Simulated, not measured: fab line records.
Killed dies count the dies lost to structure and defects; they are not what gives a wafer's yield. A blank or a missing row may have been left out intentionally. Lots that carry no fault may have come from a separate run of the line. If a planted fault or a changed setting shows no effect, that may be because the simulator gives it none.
fab line records	flow n5_finfet
[record] lots = 5	wafers = 15	last_day = 17
route steps=1938 shown ZERO_LAYER@12 WELL_APT@20 BEOL_M4@1111 PASSIVATION@1936
lots that met no fault: from a run of the same line without faults
start_h: hours from the record's first day to the start of the lot's first wafer shown	wait_h: how many hours have passed since the lot's step before this one	" identical to the entry in the row above	L1.1+2: several wafers, shown together as one row	- value missing, or start not given	* or withheld: withheld	< > ~ a bound
route shown NAME@n: a module of which the file shows steps, and the number in the route of the first	usual: average and standard deviation across the fault-free wafers	same: alike in all rows	chamber/n: place in a boat	sites: each site's reading	_std_site: the values' standard deviation	_edge_site: inner sites' mean taken away from outer sites' mean	radius_mm: how far each site lies from the wafer's centre	mask NAME#n: copy n	behind: the last tool/chamber to shape the wafer	hold: cause of the lot's hold/its duration in hours/its outcome	device: names the non-switching transistor (n, p or np)	end of line: tests run on the same wafers once the route is complete	for a step that has no rows: nothing shown but its recipe	killed: dies that structure and defects cost at the first sort, which is not the same as the wafer's yield	map: a wafer's dies, x killed, . not, _ none there
set.NAME: setting as actually run; set.NAME@STEP: the setting as run at that earlier step	model.NAME: the simulator's own value behind a step, which no gauge read
a table for each step, a row for each wafer; lots at some steps of the route
services: from which hour (start_h, from the record's first day; less than 0 if before it) a tool's chamber was out of use, for how many hours, and why
[[steps]]
[step N5_ZERO_LAYER_HARDBAKE_23]
[recipe] temp_c = 130	time_s = 120
[step N5_ZERO_LAYER_DESCUM_16]
[recipe] chemistry = O2	time_s = 7.9	source_power_w = 50	bias_power_w = 20	pressure_mtorr = 20	rf_frequency_hz = 2.712e+07	temp_c = 40	o2_flow_sccm = 225
[step N5_ZERO_LAYER_ETCH_17]
[recipe] chemistry = CF4	target = SiO2	target_depth_a = 120	time_s = 13.3	ion_energy_ev = 350	pressure_mtorr = 40	source_w = 450	bias_w = 215	Ar_flow_sccm = 100	cf4_flow_sccm = 100
[step N5_ZERO_LAYER_ETCH_18]
[recipe] chemistry = HBr/Cl2	target = Si	target_depth_a = 1200	time_s = 40	pressure_mtorr = 10	icp_w = 800	bias_w = 75	HBr_flow_sccm = 150	Cl2_flow_sccm = 80
[step N5_ZERO_LAYER_STRIP_24]
[recipe] chemistry = O2	power_w = 1000	temp_c = 250	overash_fraction = 0.3	pressure_mtorr = 1000	o2_flow_sccm = 6750
[step N5_ZERO_LAYER_STRIP_19]
[recipe] chemistry = SPM	time_s = 900	temp_c = 130	h2so4_h2o2_vol_ratio = 4	dry = ipa_marangoni
[step N5_WELL_APT_HMDS_01]
[recipe] time_s = 60	temp_c = 120
[step N5_WELL_APT_COAT_02]
[recipe] spin_rpm = 1357	resist_thk_nm = 950
[step N5_WELL_APT_EBR_04]
[recipe] solvent = PGMEA	ebr_width_mm = 1.5
[step N5_WELL_APT_SOFTBAKE_03]
[recipe] temp_c = 130	time_s = 60
[step N5_WELL_APT_EXPOSE_05]
[recipe] mask_id = NWELL	na = 0.8	source_shape = conventional	sigma_outer = 0.8	polarization = unpolarized	defocus_nm = 0	target_cd_nm = 200	dose_mj = 20.3
[usual] exposure_dose_mJ_cm2 = 20.286/0.024	focus_offset_nm = 0.0/0.54	na = 0.8/0
lot.wafer	tool	chamber	start_h	wait_h	mask	exposure_dose_mJ_cm2	focus_offset_nm	na
L154.1	krf_scanner-01	-	55.51	-	NWELL#0	-	-	-
L154.3	"	-	"	"	NWELL#0	-	-	-
L154.6	"	-	"	"	NWELL#0	-	-	-
L155.1	krf_scanner-01	-	61.82	-	NWELL#0	-	-	-
L155.2	"	-	"	"	NWELL#0	-	-	-
L155.6	"	-	"	"	NWELL#0	-	-	-
L156.2	krf_scanner-02	-	67.73	-	NWELL#0	-	-	-
L156.4	"	-	"	"	NWELL#0	-	-	-
L156.6	"	-	"	"	NWELL#0	-	-	-
L167.1	krf_scanner-02	0	133.63	-	NWELL#0	20.316	0.3	0.8
L167.4	"	0	"	"	NWELL#0	20.302	-0.7	0.8
L167.6	"	0	"	"	NWELL#0	20.269	0.1	0.8
L169.3	krf_scanner-01	0	145.78	-	NWELL#0	20.254	-0.1	0.8
L169.4	"	0	"	"	NWELL#0	20.261	-0.3	0.8
L169.5	"	0	"	"	NWELL#0	20.245	-0.7	0.8
[step N5_WELL_APT_PEB_06]
[recipe] peb_temp_c = 130	peb_time_s = 90
[step N5_WELL_APT_DEVELOP_07]
[recipe] develop_time_s = 45	rinse_liquid = surfactant_rinse	dry = air_spin	dev_temp_c = 21
[step N5_WELL_APT_HARDBAKE_12]
[recipe] temp_c = 130	time_s = 120
[step N5_WELL_APT_CD_MEAS_08]
[recipe] target_cd_nm = 200	landing_energy_ev = 500	detector = se_inlens
[usual] cd_nm = 200.2/1.4
lot.wafer	tool	chamber	start_h	wait_h	cd_nm
L154.1	cd_sem-02	0	55.68	-	-
L154.3	"	0	"	"	-
L154.6	"	0	"	"	-
L155.1	cd_sem-03	0	61.99	-	-
L155.2	"	0	"	"	-
L155.6	"	0	"	"	-
L156.2	cd_sem-02	0	67.90	-	-
L156.4	"	0	"	"	-
L156.6	"	0	"	"	-
L167.1	cd_sem-03	0	133.81	-	198.2
L167.4	"	0	"	"	198.3
L167.6	"	0	"	"	198.0
L169.3	cd_sem-03	0	145.94	-	201.8
L169.4	"	0	"	"	200.8
L169.5	"	0	"	"	199.8
[step N5_WELL_APT_OVL_MEAS_09]
[recipe] points_per_wafer = 44
[usual] NWELL_OVL = 1/5.9
lot.wafer	tool	chamber	start_h	wait_h	NWELL_OVL[nm]
L154.1	overlay-01	0	55.71	0.0	-
L154.3	"	0	"	"	-
L154.6	"	0	"	"	-
L155.1	overlay-01	0	62.02	0.0	-
L155.2	"	0	"	"	-
L155.6	"	0	"	"	-
L156.2	overlay-02	0	67.93	0.0	-
L156.4	"	0	"	"	-
L156.6	"	0	"	"	-
L167.1	overlay-01	0	133.84	0.0	5
L167.4	"	0	"	"	-5
L167.6	"	0	"	"	6
L169.3	overlay-01	0	145.97	0.0	0
L169.4	"	0	"	"	3
L169.5	"	0	"	"	-6
[step N5_BEOL_M4_RC_MEAS_101]
[usual] DIBL_N = 36.3/1.2	DIBL_P = 36.7/1.5	IOFF_N = 0.164/0.02	IOFF_P = 0.214/0.024	ION_N = 673/8.5	ION_P = 461/5.9	SS_N = 71.6/0.44	SS_P = 73.3/0.55	VT_N = 249.4/2.4	VT_P = -250.0/2.3
lot.wafer	tool	chamber	start_h	wait_h	DIBL_N[mV/V]	DIBL_P[mV/V]	IOFF_N[nA/um]	IOFF_P[nA/um]	ION_N[uA/um]	ION_P[uA/um]	SS_N[mV/dec]	SS_P[mV/dec]	VT_N[mV]	VT_P[mV]
L167.1	prober-02	0	286.17	0.0	37.4	36.7	0.173	0.218	677	464	71.2	72.6	249.8	-250.0
L167.4	"	0	"	"	36.9	35.8	0.159	0.203	656	453	71.7	73.3	250.4	-253.3
L167.6	"	0	"	"	36.5	35.9	0.157	0.211	668	459	71.1	73.2	249.5	-249.3
L169.3	prober-02	0	303.10	0.3	37.8	37.9	0.176	0.228	681	468	71.1	72.6	248.3	-247.1
L169.4	"	0	"	"	37.9	38.0	0.180	0.226	679	464	72.1	73.4	246.9	-251.0
L169.5	"	0	"	"	38.6	39.1	0.198	0.242	687	467	72.2	73.1	246.9	-250.7
[step N5_PASSIVATION_PROBE_49]
[usual] defect_limited_yield = 91.2/1.5	killed_at_M0_to_M3 = 35/11	killed_at_M4_up = 13/5.6	killed_at_contacts = 13/6.3	killed_at_front_end = 38/12	killed_at_other = 3.7/2.9	killed_dies = 104/18	killed_on_rim = 14/3.8	killed_open = 69/13	killed_short = 34/8.3	sort_bin_5_function = 5.2/0.95	sort_bin_6_memory = 3.3/0.68	sort_n_pass = 1076/18	sort_yield_pct = 91.2/1.5
[same] gross_dies = 1180	killed_at_back_side = 0	sort_bin_4_leakage[%] = 0	sort_bin_8_speed[%] = 0
lot.wafer	tool	chamber	start_h	wait_h	defect_limited_yield[%]	killed_at_M0_to_M3	killed_at_M4_up	killed_at_contacts	killed_at_front_end	killed_at_other	killed_dies	killed_on_rim	killed_open	killed_short	sort_bin_5_function[%]	sort_bin_6_memory[%]	sort_n_pass	sort_yield_pct[%]
L154.1	prober-02	-	332.95	0.0	0	47	16	12	1101	4	1180	152	73	48	95.6	3.9	0	0
L154.3	prober-02	-	333.05	0.1	0	50	4	6	1118	2	1180	152	67	30	96.4	3.5	0	0
L154.6	prober-02	-	333.20	0.3	0	39	10	7	1118	6	1180	152	62	49	95.7	3.4	0	0
L155.1	prober-01	-	333.56	0.0	0	21	17	15	1122	5	1180	152	51	36	97.2	2.4	0	0
L155.2	prober-01	-	333.61	0.1	0	23	10	13	1127	7	1180	152	56	30	96.4	3.4	0	0
L155.6	prober-01	-	333.81	0.3	0	8	15	12	1142	3	1180	152	45	29	98.0	1.9	0	0
L156.2	prober-01	-	338.19	0.2	0	32	12	8	1126	2	1180	152	57	41	96.9	2.8	0	0
L156.4	prober-01	-	338.29	0.3	0	43	14	14	1107	2	1180	152	74	34	95.9	3.6	0	0
L156.6	prober-01	-	338.39	0.4	0	28	12	7	1133	0	1180	152	70	25	96.4	3.2	0	0
L167.1	prober-02	-	397.93	0.6	89.7	35	9	29	48	1	122	18	82	38	5.7	4.3	1058	89.7
L167.4	prober-02	-	398.08	0.7	89.5	28	16	28	48	4	124	15	83	41	5.6	4.7	1056	89.5
L167.6	prober-02	-	398.18	0.8	88.1	49	6	21	64	0	140	19	93	46	6.8	4.5	1040	88.1
// killed by level:class
L154.1 WELL_APT:area_expose=1057 FIN_SAQP:geometric_particle:short=18 BEOL_M1:geometric_particle:open=14 BEOL_M0_SAQP:geometric_particle:open=12 MOL_CONTACT_COAG:geometric_particle:open=8 BEOL_M2:geometric_particle:open=8 STI_FIN_REVEAL:geometric_particle:open=6 FIN_SAQP:geometric_particle:open=5
L154.3 WELL_APT:area_expose=1081 BEOL_M2:geometric_particle:open=17 BEOL_M3:geometric_particle:open=11 DUMMY_GATE:geometric_particle:open=9 STI_FIN_REVEAL:geometric_particle:open=8 BEOL_M1:geometric_particle:open=6 FIN_SAQP:geometric_particle:short=5 MOL_CONTACT_COAG:geometric_particle:open=5
L154.6 WELL_APT:area_expose=1068 FIN_SAQP:geometric_particle:short=16 FIN_SAQP:geometric_particle:open=14 BEOL_M0_SAQP:geometric_particle:short=9 BEOL_M3:geometric_particle:open=7 BEOL_M0_SAQP:geometric_particle:open=7 BEOL_M2:geometric_particle:open=6 STARTING-WAFER:geometric_particle:open=5
L155.1 WELL_APT:area_expose=1093 MOL_CONTACT_COAG:geometric_particle:open=10 FIN_SAQP:geometric_particle:open=9 BEOL_M0_SAQP:geometric_particle:open=6 MOL_CONTACT_COAG:geometric_particle:short=5 BEOL_M0_SAQP:geometric_particle:short=5 BEOL_M4:geometric_particle:open=4 STI_FIN_REVEAL:geometric_particle:open=3
L155.2 WELL_APT:area_expose=1094 MOL_CONTACT_COAG:geometric_particle:open=11 BEOL_M0_SAQP:geometric_particle:open=8 STI_FIN_REVEAL:geometric_particle:open=7 BEOL_M0_SAQP:geometric_particle:short=7 BEOL_M4:geometric_particle:open=7 FIN_SAQP:geometric_particle:open=5 FIN_SAQP:geometric_particle:short=5
L155.6 WELL_APT:area_expose=1106 MOL_CONTACT_COAG:geometric_particle:open=11 FIN_SAQP:geometric_particle:open=10 FIN_SAQP:geometric_particle:short=10 BEOL_M4:geometric_particle:open=5 BEOL_M0_SAQP:geometric_particle:short=4 GATE_CUT:geometric_particle:short=3 BEOL_M7:geometric_particle:open=3
L156.2 WELL_APT:area_expose=1082 FIN_SAQP:geometric_particle:short=13 BEOL_M2:geometric_particle:open=8 FIN_SAQP:geometric_particle:open=7 MOL_CONTACT_COAG:geometric_particle:open=7 BEOL_M0_SAQP:geometric_particle:short=7 STI_FIN_REVEAL:geometric_particle:open=6 STARTING-WAFER:geometric_particle:short=5
L156.4 WELL_APT:area_expose=1070 BEOL_M2:geometric_particle:open=14 MOL_CONTACT_COAG:geometric_particle:open=13 STI_FIN_REVEAL:geometric_particle:open=10 GATE_CUT:geometric_particle:open=6 BEOL_M1:geometric_particle:open=6 BEOL_M0_SAQP:geometric_particle:open=6 GATE_CUT:geometric_particle:short=5
L156.6 WELL_APT:area_expose=1085 STI_FIN_REVEAL:geometric_particle:open=13 FIN_SAQP:geometric_particle:open=10 BEOL_M3:geometric_particle:open=8 BEOL_M1:geometric_particle:open=7 FIN_SAQP:geometric_particle:short=6 DUMMY_GATE:geometric_particle:open=5 MOL_CONTACT_COAG:geometric_particle:open=5
L167.1 MOL_CONTACT_COAG:geometric_particle:open=22 STI_FIN_REVEAL:geometric_particle:open=15 BEOL_M0_SAQP:geometric_particle:open=14 FIN_SAQP:geometric_particle:open=7 MOL_CONTACT_COAG:geometric_particle:short=7 BEOL_M0_SAQP:geometric_particle:short=7 FIN_SAQP:geometric_particle:short=5 GATE_CUT:geometric_particle:short=4
L167.4 MOL_CONTACT_COAG:geometric_particle:open=23 FIN_SAQP:geometric_particle:open=14 BEOL_M4:geometric_particle:open=12 BEOL_M0_SAQP:geometric_particle:open=10 FIN_SAQP:geometric_particle:short=8 BEOL_M0_SAQP:geometric_particle:short=8 STI_FIN_REVEAL:geometric_particle:open=7 MOL_CONTACT_COAG:geometric_particle:short=5
L167.6 STI_FIN_REVEAL:geometric_particle:open=21 FIN_SAQP:geometric_particle:short=17 MOL_CONTACT_COAG:geometric_particle:open=16 FIN_SAQP:geometric_particle:open=13 BEOL_M0_SAQP:geometric_particle:short=10 BEOL_M1:geometric_particle:open=10 BEOL_M3:geometric_particle:open=9 BEOL_M0_SAQP:geometric_particle:open=8
// map L154.1 (x killed, . not)
_________________xxxxxxxxxxxx________________
______________xxxxxxxxxxxxxxxxxx_____________
___________xxxxxxxxxxxxxxxxxxxxxxxx__________
__________xxxxxxxxxxxxxxxxxxxxxxxxxx_________
________xxxxxxxxxxxxxxxxxxxxxxxxxxxxxx_______
_______xxxxxxxxxxxxxxxxxxxxxxxxxxxxxxxx______
______xxxxxxxxxxxxxxxxxxxxxxxxxxxxxxxxxx_____
_____xxxxxxxxxxxxxxxxxxxxxxxxxxxxxxxxxxxx____
____xxxxxxxxxxxxxxxxxxxxxxxxxxxxxxxxxxxxxx___
___xxxxxxxxxxxxxxxxxxxxxxxxxxxxxxxxxxxxxxxx__
___xxxxxxxxxxxxxxxxxxxxxxxxxxxxxxxxxxxxxxxx__
__xxxxxxxxxxxxxxxxxxxxxxxxxxxxxxxxxxxxxxxxxx_
__xxxxxxxxxxxxxxxxxxxxxxxxxxxxxxxxxxxxxxxxxx_
_xxxxxxxxxxxxxxxxxxxxxxxxxxxxxxxxxxxxxxxxxxxx
_xxxxxxxxxxxxxxxxxxxxxxxxxxxxxxxxxxxxxxxxxxxx
_xxxxxxxxxxxxxxxxxxxxxxxxxxxxxxxxxxxxxxxxxxxx
_xxxxxxxxxxxxxxxxxxxxxxxxxxxxxxxxxxxxxxxxxxxx
_xxxxxxxxxxxxxxxxxxxxxxxxxxxxxxxxxxxxxxxxxxxx
_xxxxxxxxxxxxxxxxxxxxxxxxxxxxxxxxxxxxxxxxxxxx
_xxxxxxxxxxxxxxxxxxxxxxxxxxxxxxxxxxxxxxxxxxxx
_xxxxxxxxxxxxxxxxxxxxxxxxxxxxxxxxxxxxxxxxxxxx
__xxxxxxxxxxxxxxxxxxxxxxxxxxxxxxxxxxxxxxxxxx_
__xxxxxxxxxxxxxxxxxxxxxxxxxxxxxxxxxxxxxxxxxx_
___xxxxxxxxxxxxxxxxxxxxxxxxxxxxxxxxxxxxxxxx__
___xxxxxxxxxxxxxxxxxxxxxxxxxxxxxxxxxxxxxxxx__
____xxxxxxxxxxxxxxxxxxxxxxxxxxxxxxxxxxxxxx___
_____xxxxxxxxxxxxxxxxxxxxxxxxxxxxxxxxxxxx____
______xxxxxxxxxxxxxxxxxxxxxxxxxxxxxxxxxx_____
_______xxxxxxxxxxxxxxxxxxxxxxxxxxxxxxxx______
________xxxxxxxxxxxxxxxxxxxxxxxxxxxxxx_______
__________xxxxxxxxxxxxxxxxxxxxxxxxxx_________
___________xxxxxxxxxxxxxxxxxxxxxxxx__________
______________xxxxxxxxxxxxxxxxxx_____________
_________________xxxxxxxxxxxx________________
// map L155.1 (x killed, . not)
_________________xxxxxxxxxxxx________________
______________xxxxxxxxxxxxxxxxxx_____________
___________xxxxxxxxxxxxxxxxxxxxxxxx__________
__________xxxxxxxxxxxxxxxxxxxxxxxxxx_________
________xxxxxxxxxxxxxxxxxxxxxxxxxxxxxx_______
_______xxxxxxxxxxxxxxxxxxxxxxxxxxxxxxxx______
______xxxxxxxxxxxxxxxxxxxxxxxxxxxxxxxxxx_____
_____xxxxxxxxxxxxxxxxxxxxxxxxxxxxxxxxxxxx____
____xxxxxxxxxxxxxxxxxxxxxxxxxxxxxxxxxxxxxx___
___xxxxxxxxxxxxxxxxxxxxxxxxxxxxxxxxxxxxxxxx__
___xxxxxxxxxxxxxxxxxxxxxxxxxxxxxxxxxxxxxxxx__
__xxxxxxxxxxxxxxxxxxxxxxxxxxxxxxxxxxxxxxxxxx_
__xxxxxxxxxxxxxxxxxxxxxxxxxxxxxxxxxxxxxxxxxx_
_xxxxxxxxxxxxxxxxxxxxxxxxxxxxxxxxxxxxxxxxxxxx
_xxxxxxxxxxxxxxxxxxxxxxxxxxxxxxxxxxxxxxxxxxxx
_xxxxxxxxxxxxxxxxxxxxxxxxxxxxxxxxxxxxxxxxxxxx
_xxxxxxxxxxxxxxxxxxxxxxxxxxxxxxxxxxxxxxxxxxxx
_xxxxxxxxxxxxxxxxxxxxxxxxxxxxxxxxxxxxxxxxxxxx
_xxxxxxxxxxxxxxxxxxxxxxxxxxxxxxxxxxxxxxxxxxxx
_xxxxxxxxxxxxxxxxxxxxxxxxxxxxxxxxxxxxxxxxxxxx
_xxxxxxxxxxxxxxxxxxxxxxxxxxxxxxxxxxxxxxxxxxxx
__xxxxxxxxxxxxxxxxxxxxxxxxxxxxxxxxxxxxxxxxxx_
__xxxxxxxxxxxxxxxxxxxxxxxxxxxxxxxxxxxxxxxxxx_
___xxxxxxxxxxxxxxxxxxxxxxxxxxxxxxxxxxxxxxxx__
___xxxxxxxxxxxxxxxxxxxxxxxxxxxxxxxxxxxxxxxx__
____xxxxxxxxxxxxxxxxxxxxxxxxxxxxxxxxxxxxxx___
_____xxxxxxxxxxxxxxxxxxxxxxxxxxxxxxxxxxxx____
______xxxxxxxxxxxxxxxxxxxxxxxxxxxxxxxxxx_____
_______xxxxxxxxxxxxxxxxxxxxxxxxxxxxxxxx______
________xxxxxxxxxxxxxxxxxxxxxxxxxxxxxx_______
__________xxxxxxxxxxxxxxxxxxxxxxxxxx_________
___________xxxxxxxxxxxxxxxxxxxxxxxx__________
______________xxxxxxxxxxxxxxxxxx_____________
_________________xxxxxxxxxxxx________________
[[services]]
tool	chamber	start_h	hours	kind
krf_scanner-02	-	33.69	1.3	pm
krf_scanner-01	-	34.37	0.5	repair
krf_scanner-01	-	41.43	1.0	pm
krf_scanner-02	-	59.65	0.8	pm
krf_scanner-02	0	62.77	-	calibration
krf_scanner-01	-	97.23	4.0	pm
krf_scanner-02	-	101.25	1.0	pm
krf_scanner-01	-	112.94	3.8	repair
krf_scanner-02	-	127.14	2.6	repair
[[key]]
[first_sign] step = N5_WELL_APT_EXPOSE_05	reading = tool_record	direction = missing
[effect] step = N5_WELL_APT_CD_MEAS_08	reading = cd_nm	direction = missing
[effect] step = N5_WELL_APT_OVL_MEAS_09	reading = NWELL_OVL	direction = missing
[effect] step = N5_PASSIVATION_PROBE_49	reading = sort_bin_5_function	direction = up	sigmas = 96	usual = 5.2	struck = 96.5
[more_kills_born_at] N5_WELL_APT_EXPOSE_05@krf_scanner-01 = 6499	N5_WELL_APT_EXPOSE_05@krf_scanner-02 = 3237
met_at N5_WELL_APT_EXPOSE_05
struck_wafers L154.1,L154.3,L154.6,L155.1,L155.2,L155.6,L156.2,L156.4,L156.6
later_rows_left_out L154.1,L154.3,L154.6,L155.1,L155.2,L155.6,L156.2,L156.4,L156.6
[fault] kind = skipped_step_whole	tool = krf_scanner-01,krf_scanner-02	chamber = -	onset_h = 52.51	steps = N5_WELL_APT_EXPOSE_05	scope = struck_lots_only
// later_rows_left_out: the simulator's readings of these wafers behind a module that went badly wrong aren't trusted and aren't shown, but for the sort
